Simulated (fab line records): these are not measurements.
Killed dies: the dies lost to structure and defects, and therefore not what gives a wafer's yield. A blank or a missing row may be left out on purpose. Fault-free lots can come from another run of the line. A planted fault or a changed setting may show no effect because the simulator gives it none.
fab line records + flow nandHarc + part 2 of 2: steps 5 to 6 of 6
record:
- lots: 23
- wafers: 69
- lastDay: 33
route steps=1302 shown A_STAIRCASE@813 A_SGD_CUT@904
lots untouched by any fault: they come from a run of this same line in which no faults occurred
startH: start of the lot's first displayed wafer, in hours after the record's first day + waitH: hours elapsed since this lot's preceding step + " the same as in the row above + L1.1+2: one row covering several wafers at once + - no value, or no start was given + * or withheld: withheld + < > ~ a bound
route shown NAME@n: names a module that has steps shown in the file, with the first one's number in the route + usual: mean/standard deviation taken from wafers without a fault + same: alike in all rows + chamber/n: place in a boat + sites: the reading at each site + _std_site: standard deviation of those values + _edge_site: mean of outer sites minus mean of inner sites + radiusMm: how far each site lies from the wafer's centre + mask NAME#n: copy n + behind: the last tool/chamber to shape the wafer + hold: the reason the lot was held/the length of the hold in hours/how it ended + device: whichever transistor did not switch (one of n, p or np) + end of line: at the end of the route, the tests of the same wafers + step lacking rows: just its recipe + killed: count of dies lost to structure and defects at first sort (not the wafer's yield) + map: the dies of a wafer, with x for killed, . for not killed, _ for no die there
set.NAME: the setting the step ran with; set.NAME@STEP: the setting that earlier step ran with + model.NAME: the simulator's own value behind a step, which no gauge read
the route's steps for a sample of lots (tables are steps, rows are wafers)
services: from which hour (startH, from the record's first day; less than 0 if before it) a tool's chamber was out of use, for how many hours, and why
== steps ==
step: NHARC_A_STAIRCASE_ALD_420
recipe:
- targetThkA: 200
- pulseTimeS: 6
- aldCycles: 200
- tempC: 300
- material: SiO2
usual:
- heaterPowerW: 478/37
- precursorPulseHeightRel: 1.001/0.021
same:
- aldCycles: 200
| lot.wafer | tool     | chamber | startH | waitH | heaterPowerW | precursorPulseHeightRel | sinceWetCleanH |
|-----------|----------|---------|--------|-------|--------------|-------------------------|----------------|
| L074.3    | aldHk-02 | 1       | 396.03 | -     | 454          | 0.989                   | 38             |
| L074.1    | "        | 2       | "      | "     | 500          | 1.072                   | 38             |
| L074.6    | "        | 3       | "      | "     | 522          | 0.958                   | -              |
| L076.4    | aldHk-01 | 3       | 415.36 | -     | 552          | 0.980                   | 110            |
| L076.2    | "        | 0       | "      | "     | 402          | 1.025                   | 110            |
| L076.3    | "        | 1       | "      | "     | 466          | 1.003                   | 110            |
| L075.3    | aldHk-02 | 0       | 418.52 | -     | 485          | 1.008                   | 61             |
| L075.5    | "        | 2       | "      | "     | 506          | 0.987                   | -              |
| L075.6    | "        | 3       | "      | "     | 522          | 1.001                   | -              |
| L077.4    | aldHk-01 | 1       | 425.26 | -     | 472          | 1.012                   | 120            |
| L077.3    | "        | 3       | "      | "     | 565          | 1.025                   | 120            |
| L077.5    | "        | 0       | "      | "     | 408          | 0.999                   | -              |
| L078.3    | aldHk-03 | 3       | 434.33 | -     | 464          | 0.991                   | 29             |
| L078.2    | "        | 0       | "      | "     | 471          | 0.986                   | 29             |
| L078.6    | "        | 0       | "      | "     | 476          | 1.027                   | -              |
| L079.2    | aldHk-03 | 0       | 447.28 | -     | 471          | 1.001                   | 42             |
| L079.1    | "        | 1       | "      | "     | 453          | 1.046                   | 42             |
| L079.6    | "        | 1       | "      | "     | 462          | 0.975                   | -              |
| L080.4    | aldHk-03 | 3       | 460.61 | -     | 469          | 0.982                   | 55             |
| L080.1    | "        | 1       | "      | "     | 454          | 1.026                   | 55             |
| L080.5    | "        | 2       | "      | "     | 475          | 0.999                   | -              |
| L081.4    | aldHk-01 | 1       | 467.93 | -     | 467          | 1.003                   | 162            |
| L081.1    | "        | 3       | "      | "     | 572          | 1.005                   | 163            |
| L081.6    | "        | 1       | "      | "     | 470          | 1.026                   | -              |
| L082.2    | aldHk-03 | 3       | 472.82 | -     | 474          | 0.995                   | 67             |
| L082.5    | "        | 3       | "      | "     | 469          | 0.985                   | -              |
| L082.6    | "        | 0       | "      | "     | 489          | 0.995                   | -              |
| L085.4    | aldHk-03 | 3       | 491.56 | -     | 471          | 0.960                   | 86             |
| L085.1    | "        | 1       | "      | "     | 455          | 1.014                   | 86             |
| L085.5    | "        | 2       | "      | "     | 504          | 0.995                   | -              |
| L084.3    | aldHk-01 | 2       | 493.73 | -     | 460          | 0.978                   | 8              |
| L084.4    | "        | 1       | "      | "     | 456          | 1.001                   | 9              |
| L084.5    | "        | 3       | "      | "     | 559          | 1.029                   | -              |
| L083.4    | aldHk-02 | 3       | 505.02 | -     | 522          | 1.002                   | 147            |
| L083.2    | "        | 1       | "      | "     | 459          | 0.970                   | 148            |
| L083.6    | "        | 0       | "      | "     | 493          | 0.998                   | -              |
| L086.2    | aldHk-01 | 1       | 518.00 | -     | 456          | 1.004                   | 33             |
| L086.4    | "        | 2       | "      | "     | 471          | 1.003                   | 33             |
| L086.3    | "        | 3       | "      | "     | 561          | 1.006                   | 33             |
| L087.4    | aldHk-03 | 3       | 528.86 | -     | 464          | 0.985                   | 123            |
| L087.3    | "        | 0       | "      | "     | 463          | 1.051                   | 123            |
| L087.2    | "        | 2       | "      | "     | 481          | 1.020                   | 124            |
| L088.3    | aldHk-03 | 2       | 548.34 | -     | 481          | 0.956                   | 143            |
| L088.4    | "        | 0       | "      | "     | 486          | 1.015                   | 143            |
| L088.6    | "        | 3       | "      | "     | 471          | 0.960                   | -              |
| L089.4    | aldHk-02 | 1       | 548.81 | -     | 465          | 1.009                   | 10             |
| L089.5    | "        | 2       | "      | "     | 478          | 0.990                   | -              |
| L089.6    | "        | 3       | "      | "     | 513          | 0.992                   | -              |
| L091.3    | aldHk-02 | 3       | 559.24 | -     | 507          | 1.037                   | 21             |
| L091.2    | "        | 0       | "      | "     | 508          | 1.001                   | 21             |
| L091.5    | "        | 3       | "      | "     | 518          | 0.946                   | -              |
| L090.4    | aldHk-01 | 1       | 561.13 | -     | 451          | 1.022                   | 76             |
| L090.1    | "        | 3       | "      | "     | 553          | 0.999                   | 76             |
| L090.6    | "        | 1       | "      | "     | 457          | 1.008                   | -              |
| L092.3    | aldHk-01 | 0       | 578.79 | -     | 426          | 1.024                   | 94             |
| L092.4    | "        | 1       | "      | "     | 449          | 1.006                   | 94             |
| L092.5    | "        | 2       | "      | "     | 450          | 1.010                   | -              |
| L093.3    | aldHk-02 | 0       | 584.99 | -     | 499          | 1.006                   | 46             |
| L093.1    | "        | 1       | "      | "     | 457          | 0.992                   | 46             |
| L093.2    | "        | 3       | "      | "     | 520          | 1.013                   | 47             |
| L095.3    | aldHk-01 | 0       | 611.56 | -     | 423          | 1.034                   | 126            |
| L095.5    | "        | 2       | "      | "     | 446          | 0.962                   | -              |
| L095.6    | "        | 3       | "      | "     | 568          | 0.994                   | -              |
| L096.3    | aldHk-03 | 3       | 627.56 | -     | 451          | 1.006                   | 43             |
| L096.2    | "        | 0       | "      | "     | 472          | 0.994                   | 44             |
| L096.6    | "        | 0       | "      | "     | 461          | 1.000                   | -              |
| L097.3    | aldHk-01 | 3       | 628.05 | -     | 552          | 1.009                   | 143            |
| L097.6    | "        | 0       | "      | "     | 410          | 0.980                   | -              |
| L097.5    | "        | 1       | "      | "     | 451          | 1.002                   | -              |
step: NHARC_A_SGD_CUT_DESCUM_14
recipe:
- timeS: 3
- o2FlowSccm: 200
- arFlowSccm: 0
- biasPowerW: 0
- chemistry: O2
usual:
- drypumpMotorCurrentA: 5.5/0.36
- oesProductAu: 0.999/0.0075
- rfVppV: 57.6/0.83
- showerheadPlenumPTorr: 1.91/0.099
- throttleValvePct: 11.309/0.0079
| lot.wafer | tool       | chamber | startH | waitH | drypumpMotorCurrentA | oesProductAu | rfHoursCounterH | rfVppV | showerheadPlenumPTorr | throttleValvePct |
|-----------|------------|---------|--------|-------|----------------------|--------------|-----------------|--------|-----------------------|------------------|
| L074.1    | rieDiel-08 | 3       | 436.69 | 0.1   | 5.3                  | 1.005        | 3               | 57.8   | 1.81                  | 11.301           |
| L074.3    | "          | 0       | "      | "     | 5.9                  | 0.996        | 3               | 56.3   | 1.86                  | 11.313           |
| L074.6    | "          | 3       | "      | "     | 5.3                  | 0.996        | -               | 56.4   | 1.81                  | 11.304           |
| L075.3    | rieDiel-08 | 2       | 454.82 | 0.1   | 6.0                  | 0.987        | 4               | 56.6   | 1.80                  | 11.303           |
| L075.6    | "          | 3       | "      | "     | 5.2                  | 0.998        | -               | 56.2   | 1.81                  | 11.305           |
| L075.5    | "          | 0       | "      | "     | 5.9                  | 1.000        | -               | 57.4   | 1.86                  | 11.314           |
| L076.3    | rieDiel-10 | 2       | 457.39 | 0.1   | 5.1                  | 0.999        | 2               | 57.2   | 1.98                  | 11.290           |
| L076.4    | "          | 3       | "      | "     | 5.6                  | 0.994        | 3               | 57.5   | 1.83                  | 11.313           |
| L076.2    | "          | 1       | "      | "     | 5.4                  | 0.995        | 2               | 56.1   | 1.79                  | 11.317           |
| L077.3    | rieDiel-01 | 0       | 471.18 | 0.1   | 4.9                  | 0.992        | 4               | 58.5   | 2.05                  | 11.309           |
| L077.4    | "          | 1       | "      | "     | 5.2                  | 1.001        | 4               | 57.1   | 1.99                  | 11.319           |
| L077.5    | "          | 2       | "      | "     | 6.2                  | 0.998        | -               | 57.2   | 1.82                  | 11.301           |
| L078.3    | rieDiel-10 | 0       | 478.66 | 0.1   | 5.5                  | 0.995        | 4               | 58.3   | 2.04                  | 11.317           |
| L078.2    | "          | 1       | "      | "     | 5.3                  | 1.003        | 4               | 57.2   | 1.79                  | 11.314           |
| L078.6    | "          | 0       | "      | "     | 5.5                  | 1.008        | -               | 57.5   | 2.04                  | 11.310           |
| L079.1    | rieDiel-08 | 1       | 495.71 | 0.1   | 5.8                  | 1.010        | 7               | 58.3   | 2.03                  | 11.314           |
| L079.2    | "          | 2       | "      | "     | 6.0                  | 0.991        | 6               | 56.2   | 1.80                  | 11.304           |
| L079.6    | "          | 0       | "      | "     | 5.9                  | 0.995        | -               | 58.7   | 1.86                  | 11.298           |
| L081.1    | rieDiel-08 | 1       | 508.68 | 0.1   | 5.8                  | 0.996        | 7               | 58.2   | 2.03                  | 11.305           |
| L081.4    | "          | 3       | "      | "     | 5.2                  | 1.004        | 6               | 56.0   | 1.81                  | 11.305           |
| L081.6    | "          | 1       | "      | "     | 5.8                  | 0.988        | -               | 57.3   | 2.03                  | 11.313           |
| L080.1    | rieDiel-01 | 0       | 508.88 | 0.1   | 4.9                  | 1.001        | 6               | 58.7   | 2.05                  | 11.310           |
| L080.4    | "          | 2       | "      | "     | 6.2                  | 1.020        | 6               | 56.6   | 1.82                  | 11.305           |
| L080.5    | "          | 0       | "      | "     | 4.9                  | 1.004        | -               | 58.1   | 2.05                  | 11.316           |
| L082.2    | rieDiel-01 | 1       | 518.35 | 0.1   | 5.3                  | 0.987        | 6               | 58.3   | 1.99                  | 11.323           |
| L082.6    | "          | 2       | "      | "     | 6.2                  | 1.010        | -               | 56.8   | 1.82                  | 11.316           |
| L082.5    | "          | 3       | "      | "     | 5.2                  | 0.990        | -               | 57.8   | 1.99                  | 11.321           |
| L085.4    | rieDiel-10 | 0       | 533.29 | 0.1   | 5.5                  | 1.004        | 9               | 57.9   | 2.04                  | 11.307           |
| L085.1    | "          | 2       | "      | "     | 5.1                  | 0.992        | 7               | 58.4   | 1.97                  | 11.312           |
| L085.5    | "          | 1       | "      | "     | 5.4                  | 1.004        | -               | 58.0   | 1.79                  | 11.319           |
| L084.3    | rieDiel-08 | 3       | 533.53 | 0.1   | 5.2                  | 1.002        | 7               | 57.2   | 1.81                  | 11.310           |
| L084.4    | "          | 2       | "      | "     | 6.0                  | 0.994        | 8               | 57.8   | 1.80                  | 11.302           |
| L084.5    | "          | 3       | "      | "     | 5.2                  | 0.991        | -               | 58.0   | 1.81                  | 11.319           |
| L083.2    | rieDiel-01 | 1       | 546.27 | 0.1   | 5.3                  | 1.000        | 7               | 58.0   | 1.99                  | 11.298           |
| L083.4    | "          | 3       | "      | "     | 5.2                  | 0.991        | 7               | 57.7   | 1.99                  | 11.306           |
| L083.6    | "          | 2       | "      | "     | 6.2                  | 1.016        | -               | 57.9   | 1.82                  | 11.309           |
| L086.2    | rieDiel-10 | 3       | 559.16 | 0.1   | 5.6                  | 1.010        | 11              | 57.7   | 1.83                  | 11.303           |
| L086.4    | "          | 0       | "      | "     | 5.5                  | 1.017        | 12              | 58.0   | 2.04                  | 11.316           |
| L086.3    | "          | 1       | "      | "     | 5.3                  | 1.002        | 11              | 57.7   | 1.79                  | 11.318           |
| L087.2    | rieDiel-08 | 0       | 576.01 | 0.1   | 5.9                  | 0.997        | 2               | 56.7   | 1.85                  | 11.320           |
| L087.3    | "          | 1       | "      | "     | 5.8                  | 0.993        | 0               | 57.4   | 2.02                  | 11.307           |
| L087.4    | "          | 2       | "      | "     | 6.0                  | 0.990        | 2               | 57.1   | 1.80                  | 11.294           |
| L089.4    | rieDiel-01 | 0       | 589.21 | 0.1   | 4.9                  | 0.991        | 0               | 59.1   | 2.05                  | 11.304           |
| L089.5    | "          | 2       | "      | "     | 6.2                  | 1.012        | -               | 57.4   | 1.82                  | 11.319           |
| L089.6    | "          | 3       | "      | "     | 5.1                  | 0.995        | -               | 57.5   | 1.99                  | 11.306           |
| L088.3    | rieDiel-10 | 0       | 589.43 | 0.1   | 5.5                  | 1.006        | 14              | 57.9   | 2.03                  | 11.309           |
| L088.4    | "          | 1       | "      | "     | 5.3                  | 1.003        | 13              | 56.5   | 1.79                  | 11.315           |
| L088.6    | "          | 3       | "      | "     | 5.6                  | 1.001        | -               | 56.9   | 1.83                  | 11.307           |
| L090.1    | rieDiel-01 | 0       | 599.16 | 0.1   | 5.0                  | 0.998        | 1               | 58.2   | 2.05                  | 11.313           |
| L090.6    | "          | 0       | "      | "     | 5.0                  | 0.995        | -               | 57.8   | 2.05                  | 11.304           |
| L090.4    | "          | 1       | "      | "     | 5.2                  | 0.997        | -               | 58.2   | 1.99                  | 11.303           |
| L091.3    | rieDiel-08 | 3       | 599.69 | 0.1   | 5.3                  | 0.989        | 3               | 57.6   | 1.81                  | 11.307           |
| L091.2    | "          | 0       | "      | "     | 5.9                  | 0.991        | 3               | 58.1   | 1.85                  | 11.308           |
| L091.5    | "          | 1       | "      | "     | 5.8                  | 0.980        | -               | 58.3   | 2.02                  | 11.313           |
| L092.4    | rieDiel-10 | 3       | 621.20 | 0.1   | 5.6                  | 1.004        | 1               | 57.5   | 1.83                  | 11.300           |
| L092.3    | "          | 1       | "      | "     | 5.4                  | 0.995        | 2               | 57.4   | 1.78                  | 11.316           |
| L092.5    | "          | 3       | "      | "     | 5.6                  | 0.996        | -               | 57.7   | 1.83                  | 11.313           |
| L093.1    | rieDiel-10 | 0       | 626.19 | 0.1   | 5.5                  | 1.012        | 2               | 57.8   | 2.03                  | 11.316           |
| L093.2    | "          | 2       | "      | "     | 5.1                  | 1.007        | 2               | 57.9   | 1.97                  | 11.318           |
| L093.3    | "          | 3       | "      | "     | 5.6                  | 0.989        | 1               | 56.0   | 1.83                  | 11.313           |
| L095.3    | rieDiel-08 | 0       | 655.06 | 0.1   | 5.9                  | 0.996        | 6               | 56.8   | 1.85                  | 11.292           |
| L095.6    | "          | 1       | "      | "     | 5.8                  | 0.997        | -               | 57.8   | 2.02                  | 11.317           |
| L095.5    | "          | 2       | "      | "     | 6.0                  | 0.996        | -               | 57.6   | 1.80                  | 11.297           |
| L097.3    | rieDiel-08 | 2       | 673.12 | 0.1   | 6.1                  | 0.991        | 7               | 58.7   | 1.80                  | 11.308           |
| L097.5    | "          | 3       | "      | "     | 5.2                  | 1.002        | -               | 56.4   | 1.80                  | 11.319           |
| L097.6    | "          | 0       | "      | "     | 5.9                  | 0.992        | -               | 55.8   | 1.85                  | 11.321           |
| L096.2    | rieDiel-10 | 2       | 673.47 | 0.1   | 5.1                  | 1.006        | 6               | 58.6   | 1.97                  | 11.318           |
| L096.3    | "          | 1       | "      | "     | 5.3                  | 0.990        | 7               | 57.4   | 1.78                  | 11.318           |
| L096.6    | "          | 2       | "      | "     | 5.1                  | 0.999        | -               | 56.8   | 1.97                  | 11.306           |
== services ==
| tool       | chamber | startH | hours | kind   |
|------------|---------|--------|-------|--------|
| rieDiel-04 | -       | 355.15 | 9.0   | pm     |
| pecvd-01   | 2       | 375.67 | 10.1  | repair |
| rieDiel-04 | 3       | 404.45 | 2.5   | repair |
| rieDiel-04 | 0       | 426.04 | 3.4   | repair |
| rieDiel-12 | 2       | 438.16 | 1.7   | repair |
| rieDiel-12 | -       | 446.18 | 9.0   | pm     |
| rieDiel-04 | 3       | 449.41 | 4.5   | repair |
| rieDiel-07 | -       | 458.35 | 0.2   | repair |
| rieDiel-04 | 0       | 461.58 | 9.0   | repair |
| rieDiel-07 | -       | 471.32 | 9.0   | pm     |
| rieDiel-12 | 3       | 485.08 | 3.3   | repair |
| pecvd-01   | -       | 492.37 | 13.0  | pm     |
| rieDiel-12 | 0       | 513.71 | 4.4   | repair |
| rieDiel-07 | 2       | 523.08 | 4.5   | repair |
| rieDiel-12 | 2       | 530.79 | 7.1   | repair |
| rieDiel-04 | -       | 532.15 | 9.0   | pm     |
| rieDiel-04 | 1       | 558.39 | 3.9   | repair |
| pecvd-01   | 0       | 567.08 | 3.6   | repair |
| rieDiel-07 | 2       | 603.01 | 4.5   | repair |
| rieDiel-12 | -       | 623.27 | 9.0   | pm     |
| rieDiel-07 | 2       | 625.11 | 9.1   | repair |
| pecvd-01   | 1       | 647.24 | 4.2   | repair |
| rieDiel-07 | -       | 651.12 | 9.0   | pm     |
| rieDiel-12 | -       | 654.28 | 0.7   | repair |
